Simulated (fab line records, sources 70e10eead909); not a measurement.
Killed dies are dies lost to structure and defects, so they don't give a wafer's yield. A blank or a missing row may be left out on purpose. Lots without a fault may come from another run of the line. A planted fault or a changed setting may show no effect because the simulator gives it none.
Chamber matching | flow nand_harc | NHARC_A_SLIT_ETCH_24 on rie_diel-02: 4 sister chambers
The step etches the open film in CF4/CHF3, target depth 121 nm, time 60.5 s. 8 wafers are shown with their chamber, then 7 later ones without.

WAFERS WITH THEIR CHAMBER
wafer  | chamber | rf_vpp_V (V) | oes_product_au (a.u.)
L078.1 | 2       | 368.8        | 0.983
L081.1 | 1       | 372.4        | 0.956
L081.3 | 3       | 370.7        | 0.960
L081.5 | 2       | 367.8        | 0.971
L084.5 | 1       | 372.5        | 0.956
L084.6 | 0       | 372.4        | 0.975
L086.1 | 3       | 371.3        | 0.938
L086.3 | 0       | 371.9        | 0.943

WAFERS WITHOUT THEIR CHAMBER
wafer  | rf_vpp_V (V) | oes_product_au (a.u.)
L086.6 | 371.1        | 0.934
L085.2 | 368.6        | 0.933
L085.3 | 373.2        | 0.915
L085.5 | 373.6        | 0.938
L097.2 | 371.4        | 0.961
L097.4 | 368.2        | 0.967
L097.6 | 372.8        | 0.977

WHICH CHAMBER EACH WENT THROUGH
wafer  | from the rows above          | in truth
L086.6 | can't be placed: 3 or 0      | 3
L085.2 | 2                            | 2
L085.3 | can't be placed: 1 or 0      | 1
L085.5 | can't be placed: 1 or 0      | 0
L097.2 | can't be placed: 3 or 0 or 1 | 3
L097.4 | 2                            | 2
L097.6 | can't be placed: 1 or 0      | 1
Placed correctly: 2 of 7. Can't be placed from these rows: 5 (the true chamber is among the candidates in 5). Placed wrongly: 0.
How it was worked out, from the rows above alone: a wafer's distance from a chamber is the root of the sum, over the readings, of the square of ((its reading less the chamber's mean) divided by the reading's scatter). The wafer belongs to the nearest chamber; if the next one is less than 2 further off, it can't be placed. A chamber's mean is the mean of its shown wafers. The scatter: the root of (the sum of the squares of (reading less its chamber's mean) over the shown wafers, divided by (wafers less chambers)).
